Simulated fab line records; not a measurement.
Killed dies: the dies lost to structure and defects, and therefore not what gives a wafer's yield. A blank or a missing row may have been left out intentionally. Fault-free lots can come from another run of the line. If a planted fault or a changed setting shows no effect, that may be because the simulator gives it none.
fab line records ; flow n5-finfet
record: lots: 10; wafers: 30; last-day: 17
route steps=1938 shown BEOL_M12@1651 BEOL_M15@1786 TV_LITHO@1886 PASSIVATION@1936
lots that met no fault: from a run of the same line without faults
start-h: hours from the record's first day to the start of the lot's first wafer shown ; wait-h: hours elapsed since this lot's preceding step ; " same as the row above ; L1.1+2: a single row standing in for several wafers ; - no value present, or no start provided ; * or withheld: withheld ; < > ~ a bound
route shown NAME@n: NAME is a module with steps in the file, n the number in the route of the first one ; usual: mean and standard deviation over wafers with no fault ; same: alike in all rows ; chamber/n: place in a boat ; sites: per-site readings ; _std_site: the standard deviation of these ; _edge_site: mean of outer sites minus mean of inner sites ; radius-mm: how far each site lies from the wafer's centre ; mask NAME#n: copy n ; behind: the most recent tool/chamber to have shaped the wafer ; hold: what put the lot on hold/how long, in hours/how the hold closed ; device: names the non-switching transistor (n, p or np) ; end of line: the same wafers' tests at the end of the route ; a step without rows: its recipe alone ; killed: count of dies lost to structure and defects at first sort (not the wafer's yield) ; map: a wafer's dies, marking killed ones x, the rest . and places with no die _
set.NAME: the setting the step ran with; set.NAME@STEP: the setting that earlier step ran with ; model.NAME: the simulator's own value behind a step, which no gauge read
one table for each step of the route and one row for each wafer, over a sample of lots
services: the hour from which a tool's chamber was out of use, counted from the record's first day as start-h (under 0 if before that day), plus the number of hours and why
== steps ==
step: N5_BEOL_M12_ECD_47
recipe: material: Cu; target-thk-a: 7200
lot.wafer;tool;chamber;start-h;wait-h
L832.2+3+6;ecd-cu-02;0;249.52;0.1
L835.3+5+6;ecd-cu-01;0,1,0;270.48;0.1
L840.2+3+5;ecd-cu-01;1,1,0;303.56;0.1
L842.1+2+4;ecd-cu-01;1,0,1;313.62;0.1
L843.2+3+5;ecd-cu-02;1,0,1;318.26;0.1
L847.4+5+6;ecd-cu-01;1,0,1;330.12;0.1
L845.1+4+5;ecd-cu-02;1,0,1;335.76;0.1
L849.1+3+5;ecd-cu-01;1,0,1;335.88;0.1
L850.1+2+6;ecd-cu-01;0,1,0;358.29;0.1
L854.2+3+5;ecd-cu-02;1,1,0;376.39;0.1
step: N5_BEOL_M15_DESCUM_15
recipe: chemistry: O2; time-s: 7.9; source-power-w: 50; bias-power-w: 20; pressure-mtorr: 20; rf-frequency-hz: 2.712e+07; temp-c: 40; o2-flow-sccm: 225
usual: drypump-motor-current-A: 5.6/0.46; oes-product-au: 0.81/0.095; rf-vpp-V: 243.2/1.6; showerhead-plenum-p-Torr: 2.10/0.09; throttle-valve-pct: 20.43/0.24
lot.wafer;tool;chamber;start-h;wait-h;drypump-motor-current-A;oes-product-au;rf-hours-counter-h;rf-vpp-V;showerhead-plenum-p-Torr;throttle-valve-pct
L832.2;rie-diel-06;3;265.33;0.1;6.1;0.96;2;242.9;2.07;20.35
L832.3;rie-diel-06;0;265.33;0.1;5.6;0.71;218;244.8;2.16;20.69
L832.6;rie-diel-06;0;265.33;0.1;5.6;0.72;-;243.9;2.16;20.67
L835.3;rie-diel-01;0;282.22;0.0;6.2;0.68;226;240.4;1.98;20.82
L835.5;rie-diel-01;0;282.22;0.0;6.2;0.69;-;241.4;1.98;20.83
L835.6;rie-diel-01;1;282.22;0.0;6.4;0.72;-;242.1;2.09;20.72
L840.2;rie-diel-06;1;316.20;0.0;5.6;0.74;168;239.0;1.90;20.19
L840.3;rie-diel-06;0;316.20;0.0;5.6;0.71;233;244.2;2.15;20.71
L840.5;rie-diel-06;2;316.20;0.0;4.8;0.84;-;245.8;2.20;20.26
L842.1;rie-diel-04;3;328.90;0.0;6.0;0.89;20;243.8;2.13;19.95
L842.2;rie-diel-04;0;328.90;0.0;5.3;0.71;224;244.3;2.16;20.64
L842.4;rie-diel-04;2;328.90;0.0;5.9;0.79;101;243.2;2.13;20.45
L843.2;rie-diel-04;3;329.91;0.6;6.0;0.90;20;243.5;2.13;19.96
L843.3;rie-diel-04;2;329.91;0.6;5.9;0.79;101;243.4;2.13;20.44
L843.5;rie-diel-04;2;329.91;0.6;5.9;0.79;-;242.8;2.13;20.44
L847.4;rie-diel-06;2;349.29;0.0;4.8;0.83;65;245.5;2.20;20.27
L847.5;rie-diel-06;3;349.29;0.0;6.1;0.87;-;241.5;2.06;20.40
L847.6;rie-diel-06;2;349.29;0.0;4.8;0.83;-;245.7;2.20;20.27
L845.1;rie-diel-01;1;349.79;0.1;6.4;0.72;217;242.1;2.08;20.74
L845.4;rie-diel-01;2;349.79;0.1;5.1;0.74;-;244.3;2.16;20.49
L845.5;rie-diel-01;1;349.79;0.1;6.4;0.72;-;242.3;2.08;20.73
L849.1;rie-diel-06;3;350.19;0.5;6.1;0.89;31;242.9;2.06;20.38
L849.3;rie-diel-06;0;350.19;0.5;5.6;0.70;244;244.0;2.15;20.73
L849.5;rie-diel-06;0;350.19;0.5;5.6;0.70;-;243.6;2.15;20.71
L850.1;rie-diel-06;3;371.50;0.7;6.1;0.87;37;242.6;2.06;20.41
L850.2;rie-diel-06;1;371.50;0.7;5.5;0.73;186;240.6;1.89;20.22
L850.6;rie-diel-06;1;371.50;0.7;5.5;0.73;-;240.7;1.89;20.21
L854.2;rie-diel-04;1;391.04;0.1;5.4;0.94;26;244.3;2.13;20.63
L854.3;rie-diel-04;3;391.04;0.1;6.1;0.85;40;244.4;2.12;20.00
L854.5;rie-diel-04;1;391.04;0.1;5.5;0.93;-;244.4;2.13;20.65
step: N5_BEOL_M15_DESCUM_33
recipe: chemistry: O2; time-s: 7.9; source-power-w: 50; bias-power-w: 20; pressure-mtorr: 20; rf-frequency-hz: 2.712e+07; temp-c: 40; o2-flow-sccm: 225
usual: drypump-motor-current-A: 5.7/0.49; oes-product-au: 0.80/0.093; rf-vpp-V: 243.2/1.5; showerhead-plenum-p-Torr: 2.10/0.088; throttle-valve-pct: 20.44/0.24
lot.wafer;tool;chamber;start-h;wait-h;drypump-motor-current-A;oes-product-au;rf-hours-counter-h;rf-vpp-V;showerhead-plenum-p-Torr;throttle-valve-pct
L832.2;rie-diel-06;1;266.91;0.1;5.5;0.76;153;239.6;1.90;20.19
L832.3;rie-diel-06;0;266.91;0.1;5.6;0.72;218;244.5;2.16;20.66
L832.6;rie-diel-06;0;266.91;0.1;5.6;0.71;-;243.3;2.16;20.67
L835.3;rie-diel-06;3;283.96;0.2;6.2;0.93;9;244.1;2.07;20.36
L835.5;rie-diel-06;0;283.96;0.2;5.6;0.71;-;244.1;2.15;20.70
L835.6;rie-diel-06;1;283.96;0.2;5.5;0.75;-;240.4;1.90;20.17
L840.2;rie-diel-06;0;317.79;0.0;5.6;0.71;234;243.3;2.15;20.69
L840.3;rie-diel-06;1;317.79;0.0;5.5;0.74;169;240.0;1.90;20.18
L840.5;rie-diel-06;3;317.79;0.0;6.2;0.89;-;241.9;2.07;20.37
L842.1;rie-diel-01;1;330.71;0.2;6.4;0.72;210;243.1;2.08;20.74
L842.2;rie-diel-01;3;330.71;0.2;5.9;0.94;15;242.1;2.06;20.06
L842.4;rie-diel-01;0;330.71;0.2;6.2;0.67;243;242.0;1.97;20.84
L843.2;rie-diel-06;0;331.50;0.0;5.6;0.71;238;243.3;2.15;20.70
L843.3;rie-diel-06;2;331.50;0.0;4.8;0.84;60;245.5;2.20;20.26
L843.5;rie-diel-06;3;331.50;0.0;6.1;0.88;-;241.8;2.06;20.39
L847.4;rie-diel-01;3;351.50;0.5;5.9;0.93;-;241.2;2.05;20.06
L847.5;rie-diel-01;2;351.50;0.5;5.1;0.73;-;245.0;2.16;20.50
L847.6;rie-diel-01;1;351.50;0.5;6.4;0.72;-;243.1;2.08;20.74
L845.1;rie-diel-04;1;351.86;0.1;5.4;0.94;16;243.0;2.13;20.62
L845.4;rie-diel-04;3;351.86;0.1;6.0;0.87;28;245.4;2.12;19.98
L845.5;rie-diel-04;3;351.86;0.1;6.0;0.87;-;243.8;2.12;19.98
L849.1;rie-diel-04;3;352.10;0.1;6.0;0.87;28;244.9;2.12;19.98
L849.3;rie-diel-04;0;352.10;0.1;5.4;0.71;232;243.4;2.16;20.66
L849.5;rie-diel-04;0;352.10;0.1;5.3;0.71;-;243.1;2.16;20.68
L850.1;rie-diel-06;1;373.06;0.1;5.6;0.72;187;240.5;1.89;20.22
L850.2;rie-diel-06;3;373.06;0.1;6.1;0.87;38;243.9;2.06;20.41
L850.6;rie-diel-06;1;373.06;0.1;5.5;0.71;-;239.8;1.89;20.23
L854.2;rie-diel-01;3;392.76;0.2;5.9;0.91;35;242.6;2.05;20.09
L854.3;rie-diel-01;0;392.76;0.2;6.2;0.96;6;245.0;2.23;20.40
L854.5;rie-diel-01;1;392.76;0.2;6.4;0.71;-;243.7;2.08;20.76
step: N5_PASSIVATION_DESCUM_12
recipe: chemistry: O2; time-s: 7.9; source-power-w: 50; bias-power-w: 20; pressure-mtorr: 20; rf-frequency-hz: 2.712e+07; temp-c: 40; o2-flow-sccm: 225
usual: drypump-motor-current-A: 5.7/0.45; oes-product-au: 0.81/0.088; rf-vpp-V: 243.3/1.6; showerhead-plenum-p-Torr: 2.10/0.086; throttle-valve-pct: 20.39/0.25
lot.wafer;tool;chamber;start-h;wait-h;drypump-motor-current-A;oes-product-au;rf-hours-counter-h;rf-vpp-V;showerhead-plenum-p-Torr;throttle-valve-pct
L832.2;rie-diel-01;0;277.95;0.1;6.2;0.69;224;240.9;1.98;20.82
L832.3;rie-diel-01;2;277.95;0.1;5.1;0.75;164;244.4;2.16;20.46
L832.6;rie-diel-01;0;277.95;0.1;6.2;0.69;-;242.7;1.98;20.81
L835.3;rie-diel-04;2;294.60;0.3;5.9;0.80;91;243.1;2.13;20.44
L835.5;rie-diel-04;0;294.60;0.3;5.3;0.73;-;244.9;2.17;20.63
L835.6;rie-diel-04;3;294.60;0.3;6.0;0.92;-;243.9;2.13;19.96
L840.2;rie-diel-06;0;334.84;0.2;5.6;0.71;240;244.4;2.15;20.71
L840.3;rie-diel-06;3;334.84;0.2;6.2;0.89;26;243.1;2.06;20.40
L840.5;rie-diel-06;2;334.84;0.2;4.8;0.85;-;245.0;2.20;20.24
L842.1;rie-diel-04;1;341.25;0.1;5.5;0.96;13;242.6;2.13;20.59
L842.2;rie-diel-04;2;341.25;0.1;5.9;0.78;105;244.3;2.12;20.44
L842.4;rie-diel-04;0;341.25;0.1;5.3;0.72;229;246.3;2.16;20.65
L843.2;rie-diel-01;2;354.67;0.0;5.1;0.73;189;243.0;2.15;20.51
L843.3;rie-diel-01;3;354.67;0.0;5.9;0.93;-;243.3;2.05;20.07
L843.5;rie-diel-01;3;354.67;0.0;5.9;0.93;-;242.8;2.05;20.06
L847.4;rie-diel-06;1;371.05;0.5;5.5;0.72;-;239.9;1.89;20.23
L847.5;rie-diel-06;2;371.05;0.5;4.8;0.83;-;244.1;2.20;20.27
L847.6;rie-diel-06;3;371.05;0.5;6.1;0.87;-;243.7;2.06;20.39
L845.1;rie-diel-04;0;371.08;0.3;5.4;0.70;238;243.6;2.16;20.68
L845.4;rie-diel-04;2;371.08;0.3;5.9;0.78;116;242.6;2.12;20.47
L845.5;rie-diel-04;0;371.08;0.3;5.3;0.70;-;242.1;2.16;20.69
L849.1;rie-diel-06;2;375.45;0.0;4.8;0.82;73;244.6;2.19;20.25
L849.3;rie-diel-06;3;375.45;0.0;6.1;0.86;38;242.5;2.06;20.40
L849.5;rie-diel-06;2;375.45;0.0;4.8;0.82;-;245.1;2.20;20.25
L850.1;rie-diel-06;2;386.55;0.1;4.8;0.82;78;244.8;2.19;20.29
L850.2;rie-diel-06;0;386.55;0.1;5.6;0.98;2;243.3;2.14;20.38
L850.6;rie-diel-06;1;386.55;0.1;5.5;0.72;-;239.3;1.89;20.23
L854.2;rie-diel-01;0;400.88;0.0;6.2;0.94;9;246.3;2.23;20.42
L854.3;rie-diel-01;3;400.88;0.0;5.9;0.89;38;244.2;2.05;20.09
L854.5;rie-diel-01;2;400.88;0.0;5.1;0.72;-;244.4;2.15;20.53
step: N5_PASSIVATION_PROBE_49
usual: defect-limited-yield: 91.3/1.3; killed_at_M0_to_M3: 35/9.3; killed_at_M4_up: 14/5.2; killed-at-contacts: 12/5.9; killed-at-front-end: 38/11; killed-at-other: 4/3.7; killed-dies: 103/15; killed-on-rim: 14/4; killed-open: 67/12; killed-short: 34/8; sort_bin_5_function: 5.1/0.88; sort_bin_6_memory: 3.3/0.65; sort-n-pass: 1077/15; sort-yield-pct: 91.3/1.3
same: gross-dies: 1180; killed-at-back-side: 0; sort_bin_4_leakage[%]: 0; sort_bin_8_speed[%]: 0
lot.wafer;tool;chamber;start-h;wait-h;defect-limited-yield[%];killed_at_M0_to_M3;killed_at_M4_up;killed-at-contacts;killed-at-front-end;killed-at-other;killed-dies;killed-on-rim;killed-open;killed-short;sort_bin_5_function[%];sort_bin_6_memory[%];sort-n-pass;sort-yield-pct[%]
L849.1;prober-01;-;384.54;0.0;73.6;43;234;8;26;1;312;35;41;41;15.2;9.7;868;73.6
L849.3;prober-01;-;384.64;0.1;91.4;19;19;15;42;7;102;11;57;41;4.8;3.3;1078;91.4
L849.5;prober-01;-;384.74;0.2;72.4;22;239;19;41;5;326;49;56;38;16.9;9.1;854;72.4
L850.1;prober-02;-;394.32;0.0;90.2;33;14;14;47;8;116;19;81;33;5.7;3.7;1064;90.2
L850.2;prober-02;-;394.37;0.1;71.9;28;243;12;43;5;331;30;69;28;14.8;11.1;849;71.9
L850.6;prober-02;-;394.57;0.3;89.9;42;19;12;39;7;119;21;88;28;6.4;3.4;1061;89.9
killed by level:class
L849.1 BEOL_M12:unspecified=228 FIN_SAQP:geometric-particle:short=14 BEOL_M0_SAQP:geometric-particle:open=12 BEOL_M0_SAQP:geometric-particle:short=9 MOL_CONTACT_COAG:geometric-particle:open=6 BEOL_M1:geometric-particle:short=6 BEOL_M1:geometric-particle:open=5 FIN_SAQP:geometric-particle:open=4
L849.3 MOL_CONTACT_COAG:geometric-particle:open=14 FIN_SAQP:geometric-particle:short=10 BEOL_M0_SAQP:geometric-particle:open=7 BEOL_M4:geometric-particle:open=6 GATE_CUT:geometric-particle:short=6 BEOL_M0_SAQP:geometric-particle:short=4 BEOL_M4:geometric-particle:short=4 STARTING-WAFER:geometric-particle:short=4
L849.5 BEOL_M12:unspecified=232 MOL_CONTACT_COAG:geometric-particle:open=17 FIN_SAQP:geometric-particle:open=14 FIN_SAQP:geometric-particle:short=9 BEOL_M1:geometric-particle:open=7 BEOL_M0_SAQP:geometric-particle:open=6 BEOL_M0_SAQP:geometric-particle:short=5 GATE_CUT:geometric-particle:short=5
L850.1 MOL_CONTACT_COAG:geometric-particle:open=10 FIN_SAQP:geometric-particle:open=9 STI_FIN_REVEAL:geometric-particle:open=9 DUMMY_GATE:geometric-particle:open=9 BEOL_M0:geometric-particle:open=8 BEOL_M0_SAQP:geometric-particle:open=6 BEOL_M2:geometric-particle:open=5 BEOL_M4:geometric-particle:open=5
L850.2 BEOL_M12:unspecified=233 STI_FIN_REVEAL:geometric-particle:open=15 BEOL_M2:geometric-particle:open=10 MOL_CONTACT_COAG:geometric-particle:open=8 DUMMY_GATE:geometric-particle:open=7 BEOL_M5:geometric-particle:open=5 GATE_CUT:geometric-particle:short=4 MOL_CONTACT_COAG:geometric-particle:short=4
L850.6 BEOL_M0_SAQP:geometric-particle:open=14 DUMMY_GATE:geometric-particle:open=11 MOL_CONTACT_COAG:geometric-particle:open=10 STI_FIN_REVEAL:geometric-particle:open=8 BEOL_M5:geometric-particle:open=7 FIN_SAQP:geometric-particle:open=6 BEOL_M2:geometric-particle:open=6 BEOL_M3:geometric-particle:open=5
== services ==
tool;chamber;start-h;hours;kind
rie-diel-06;3;242.81;-;clean
rie-diel-06;3;242.81;-;consumable-replace:focus-ring
rie-diel-06;3;242.81;17.0;scheduled-down
rie-diel-06;3;242.81;17.0;vent-cycle
rie-diel-01;2;244.51;16.5;repair
rie-diel-04;3;251.21;-;clean
rie-diel-04;3;251.21;-;consumable-replace:focus-ring
rie-diel-04;3;251.21;22.0;scheduled-down
ecd-cu-02;-;252.82;2.7;repair
ecd-cu-01;-;255.95;1.8;repair
rie-diel-06;0;287.07;4.0;repair
rie-diel-01;1;288.75;1.8;repair
ecd-cu-01;-;316.42;5.9;pm
ecd-cu-02;-;331.19;3.0;repair
rie-diel-01;2;333.70;4.4;repair
rie-diel-01;3;341.29;5.2;repair
rie-diel-01;1;352.93;1.8;repair
rie-diel-04;1;357.76;5.1;repair
rie-diel-06;0;368.32;-;clean
rie-diel-06;0;368.32;-;consumable-replace:focus-ring
rie-diel-06;0;368.32;10.8;scheduled-down
rie-diel-06;0;368.32;10.8;vent-cycle
rie-diel-06;2;387.16;5.1;repair
rie-diel-06;1;390.05;9.0;repair
== key ==
first-sign: step: N5_PASSIVATION_PROBE_49; reading: killed_at_M4_up; direction: up; sigmas: 44; usual: 14; struck: 239
effect: step: N5_PASSIVATION_PROBE_49; reading: killed-dies; direction: up; sigmas: 14; usual: 103; struck: 323
more-kills-born-at: N5_BEOL_M12_ECD_47@ecd-cu-01: 693
met-at N5_BEOL_M12_ECD_47
struck-lots L849,L850
struck-wafers L849.1,L849.5,L850.2
not-acting-at N5_BEOL_M15_DESCUM_15,N5_BEOL_M15_DESCUM_33,N5_PASSIVATION_DESCUM_12
onset-between 330.12 335.88
fault: kind: chamber-particle-source; tool: ecd-cu-01; chamber: 1; onset-h: 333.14; steps: N5_BEOL_M12_ECD_47; rate-per-visit-cm2: 0.43679; end-h: 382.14
